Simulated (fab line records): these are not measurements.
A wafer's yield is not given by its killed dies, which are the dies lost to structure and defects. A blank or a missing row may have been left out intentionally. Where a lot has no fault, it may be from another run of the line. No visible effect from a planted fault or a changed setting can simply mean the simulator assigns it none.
Matching of chambers ; flow nand-harc ; 4 sister chambers for NHARC_A_SGD_CUT_CMP_21 on cmp-03
The step polishes, target thk 148.19 nm. 8 wafers are shown with their chamber, then 11 later ones without.

WAFERS PAIRED WITH THEIR CHAMBERS
wafer;chamber;motor-current-A (A);time-to-endpoint-s (s)
L082.2;0;12.7;50.1
L082.4;1;11.3;47.7
L083.4;3;13.8;49.2
L083.6;2;11.8;52.2
L088.1;3;14.0;45.5
L088.3;0;12.8;49.7
L088.4;2;12.2;51.3
L091.1;1;11.4;46.2

WAFERS WITHOUT THEIR CHAMBER
wafer;motor-current-A (A);time-to-endpoint-s (s)
L091.4;13.5;41.0
L091.5;12.8;47.2
L092.1;13.6;49.6
L092.3;12.1;50.6
L092.5;12.0;50.5
L093.1;12.7;53.0
L093.3;12.5;54.7
L093.4;14.1;48.9
L096.1;12.6;52.3
L096.2;13.0;50.8
L096.3;12.2;47.3

WHICH CHAMBER EACH WENT THROUGH
wafer;from the rows above;in truth
L091.4;3;3
L091.5;0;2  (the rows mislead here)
L092.1;3;3
L092.3;2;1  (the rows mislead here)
L092.5;2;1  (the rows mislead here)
L093.1;0;0
L093.3;can't be placed: 0 or 2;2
L093.4;3;3
L096.1;can't be placed: 0 or 2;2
L096.2;0;0
L096.3;can't be placed: 2 or 0 or 1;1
Placed correctly: 5 of 11. Cannot be placed on the basis of these rows: 3; the candidates contain the true chamber in 3. Wrongly placed: 3.
How it was worked out, from the rows above alone: a wafer's distance from a chamber is the root of the sum, over the readings, of the square of ((its reading less the chamber's mean) divided by the reading's scatter). The wafer belongs to the nearest chamber; if the next one is less than 2 further off, it can't be placed. The mean given for a chamber averages the wafers shown for that chamber. The scatter: the root of (the sum of the squares of (reading less its chamber's mean) over the shown wafers, divided by (wafers less chambers)).
